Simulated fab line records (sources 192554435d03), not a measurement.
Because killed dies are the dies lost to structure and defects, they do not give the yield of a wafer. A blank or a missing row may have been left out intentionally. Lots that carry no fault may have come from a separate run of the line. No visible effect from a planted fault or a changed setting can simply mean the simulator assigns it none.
A single fault, viewed from 2 desks    flow n5_finfet    every desk sees just its own numbers, and what lay behind them comes last

== THE METROLOGY DESK ==
Means of the sampled wafers that have a number, per lot and without regard to the tool the lot ran on: this is what the gauges read. Any lot whose mean is over 4 standard deviations away from the usual mean is out of limits and marked OUT; that distance is given in the brackets. 7 of its 25 readings are shown: the first one out of limits and those lying furthest out on some lot.
Columns: A = cd_nm at N5_BEOL_M14_CD_MEAS_28, usual 287.7 nm; B = COMB_M13 at N5_BEOL_M15_RC_MEAS_101, usual 4.9e-12 S/m; C = COMB_M15 at N5_BEOL_M15_RC_MEAS_101, usual 2.7e-12 S/m; D = SERP_M14 at N5_BEOL_M15_RC_MEAS_101, usual 0.159 ohm/um; E = SERP_M14_max_site at N5_BEOL_M15_RC_MEAS_101, usual 0.160 ohm/um; F = SERP_M5 at N5_BEOL_M15_RC_MEAS_101, usual 40.1 ohm/um; G = SERP_M8 at N5_BEOL_M15_RC_MEAS_101, usual 13.7 ohm/um
lot   first seen here  A                 B        C        D                 E                 F     G
L170  day 12 08:28     289.4             5.3e-12  2.1e-12  0.162             0.163             38.5  13.3
L172  day 12 11:16     290.7             6.1e-12  2.7e-12  0.158             0.160             45.7  14.8
L173  day 13 03:02     289.1             4.8e-12  2.5e-12  0.157             0.159             43.5  13.7
L175  day 13 03:12     287.0             5.8e-12  2.7e-12  0.157             0.159             39.6  13.5
L176  day 13 06:43     287.0             5.1e-12  3.8e-12  0.159             0.161             40.8  12.9
L181  day 15 02:35     287.8             3.5e-12  2.4e-12  0.158             0.159             40.3  14.4
L183  day 15 16:03     287.3             4.8e-12  2.3e-12  0.160             0.162             39.8  14.4
L186  day 16 01:45     261.8 (-13) OUT   5.1e-12  2.3e-12  0.183 (+4.3) OUT  0.186 (+4.5) OUT  39.2  15.2
L187  day 16 09:23     268.7 (-9.5) OUT  7.2e-12  2.8e-12  0.173             0.174             40.3  13.4
L188  day 17 01:50     270.6 (-8.6) OUT  5.7e-12  3.1e-12  0.173             0.175             38.3  13.9
This desk finds L186, L187, L188 out of limits, L186 being first, at day 16 01:45 (cd_nm at N5_BEOL_M14_CD_MEAS_28). L170, L172, L173, L175, L176, L181, L183: within limits.

== FOR THE TOOL OWNER'S DESK: krf_scanner-01 ==
The tool's own readings at N5_BEOL_M14_EXPOSE_25 (exposes mask M14, target cd 280 nm): means of the sampled wafers that have a number, for each lot that ran on this tool. Any lot whose mean is over 4 standard deviations away from the usual mean is out of limits and marked OUT; that distance is given in the brackets.
Columns: A = exposure_dose_mJ_cm2 at N5_BEOL_M14_EXPOSE_25, usual 26.59
lot   first seen here  A
L172  day 12 11:06     26.59
L175  day 13 03:02     26.59
L176  day 13 06:32     26.59
L181  day 15 02:25     26.58
L186  day 16 01:35     22.79 (-99 or more) OUT
L187  day 16 09:13     23.50 (-96) OUT
L188  day 17 01:41     24.18 (-75) OUT
This desk finds L186, L187, L188 out of limits, L186 being first, at day 16 01:35 (exposure_dose_mJ_cm2 at N5_BEOL_M14_EXPOSE_25). L172, L175, L176, L181: within limits.

== ALL TOGETHER ==
The tool owner's desk had the chance to raise an alarm at day 16 01:35 on L186, L187, L188.
L186, L187, L188 would have let the metrology desk raise an alarm at day 16 01:45.
On krf_scanner-01, each named lot ran N5_BEOL_M14_EXPOSE_25.

== WHAT WAS PUT IN BY THE SIMULATOR ==
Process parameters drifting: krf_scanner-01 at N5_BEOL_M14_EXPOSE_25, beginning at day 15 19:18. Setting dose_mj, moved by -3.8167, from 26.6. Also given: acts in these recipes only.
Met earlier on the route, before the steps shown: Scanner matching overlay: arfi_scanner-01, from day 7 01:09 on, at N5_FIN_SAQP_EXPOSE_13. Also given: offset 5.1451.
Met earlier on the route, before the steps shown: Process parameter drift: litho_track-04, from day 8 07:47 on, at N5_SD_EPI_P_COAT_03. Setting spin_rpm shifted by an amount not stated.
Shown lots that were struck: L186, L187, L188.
Time in hours from fault onset to the first out-of-limits reading at each desk: tool owner's desk 6, metrology desk 6.
